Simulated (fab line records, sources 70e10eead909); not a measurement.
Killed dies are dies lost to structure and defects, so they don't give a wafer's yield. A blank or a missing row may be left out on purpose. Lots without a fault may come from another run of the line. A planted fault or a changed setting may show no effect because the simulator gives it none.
Chamber matching | flow nand_harc | NHARC_P_BONDPAD_ACTIVATE_29 on rie_diel-04: 4 sister chambers
The step chemistry N2, time 60 s. 24 wafers are shown with their chamber, then 11 later ones without.

WAFERS WITH THEIR CHAMBER
wafer  | chamber | drypump_motor_current_A (A) | oes_product_au (a.u.) | rf_vpp_V (V)
L599.1 | 3       | 5.5                         | 0.988                 | 63.3
L599.4 | 2       | 6.0                         | 1.025                 | 63.0
L599.6 | 0       | 6.2                         | 1.015                 | 64.7
L603.2 | 0       | 6.3                         | 1.003                 | 64.6
L603.4 | 3       | 5.5                         | 0.983                 | 63.2
L603.5 | 2       | 6.0                         | 1.009                 | 62.7
L605.1 | 0       | 6.3                         | 1.002                 | 65.0
L605.3 | 1       | 5.5                         | 1.004                 | 63.4
L605.5 | 3       | 5.5                         | 0.998                 | 62.7
L606.2 | 2       | 6.0                         | 1.012                 | 64.0
L606.3 | 0       | 6.3                         | 1.018                 | 64.0
L606.5 | 3       | 5.5                         | 0.993                 | 64.6
L607.1 | 1       | 5.4                         | 0.990                 | 65.1
L607.4 | 3       | 5.5                         | 0.986                 | 63.1
L607.5 | 0       | 6.3                         | 0.996                 | 62.1
L611.2 | 3       | 5.5                         | 0.988                 | 63.5
L611.4 | 0       | 6.3                         | 1.007                 | 64.1
L611.6 | 3       | 5.5                         | 0.992                 | 63.0
L613.1 | 2       | 6.0                         | 1.006                 | 65.3
L613.5 | 0       | 6.3                         | 1.002                 | 64.6
L613.6 | 1       | 5.5                         | 0.991                 | 65.2
L617.3 | 2       | 6.0                         | 1.020                 | 64.7
L617.4 | 1       | 5.4                         | 0.997                 | 63.7
L617.5 | 3       | 5.5                         | 0.989                 | 64.9

SIGNATURES (means of the wafers above)
reading                 | chamber 0 | chamber 1 | chamber 2 | chamber 3 | scatter within a chamber
drypump_motor_current_A | 6.286     | 5.450     | 6.000     | 5.500     | 0.0305
oes_product_au          | 1.00614   | 0.99550   | 1.01440   | 0.98962   | 0.00667
rf_vpp_V                | 64.157    | 64.350    | 63.940    | 63.538    | 0.934
Rule: a wafer's distance from a chamber is the root of the sum, over the readings, of the square of ((its reading less the chamber's mean) divided by the reading's scatter). The wafer belongs to the nearest chamber; if the next one is less than 2 further off, it can't be placed. The scatter: the root of (the sum of the squares of (reading less its chamber's mean) over the shown wafers, divided by (wafers less chambers)).

WAFERS WITHOUT THEIR CHAMBER
wafer  | drypump_motor_current_A (A) | oes_product_au (a.u.) | rf_vpp_V (V)
L618.2 | 6.0                         | 1.007                 | 62.1
L618.3 | 5.5                         | 0.979                 | 64.6
L618.5 | 5.5                         | 0.990                 | 63.3
L620.2 | 5.5                         | 0.993                 | 63.3
L620.6 | 5.5                         | 0.994                 | 64.0
L621.3 | 5.5                         | 0.993                 | 63.2
L621.5 | 6.0                         | 1.013                 | 63.8
L621.6 | 5.5                         | 0.993                 | 65.1
L622.1 | 5.5                         | 0.985                 | 65.2
L622.2 | 6.0                         | 1.014                 | 63.5
L622.4 | 5.4                         | 0.991                 | 63.3

WHICH CHAMBER EACH WENT THROUGH
wafer  | from the rows above     | in truth
L618.2 | 2                       | 2
L618.3 | can't be placed: 3 or 1 | 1
L618.5 | can't be placed: 3 or 1 | 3
L620.2 | can't be placed: 3 or 1 | 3
L620.6 | can't be placed: 3 or 1 | 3
L621.3 | can't be placed: 3 or 1 | 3
L621.5 | 2                       | 2
L621.6 | can't be placed: 3 or 1 | 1
L622.1 | can't be placed: 3 or 1 | 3
L622.2 | 2                       | 2
L622.4 | can't be placed: 1 or 3 | 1
Placed correctly: 3 of 11. Can't be placed from these rows: 8 (the true chamber is among the candidates in 8). Placed wrongly: 0.
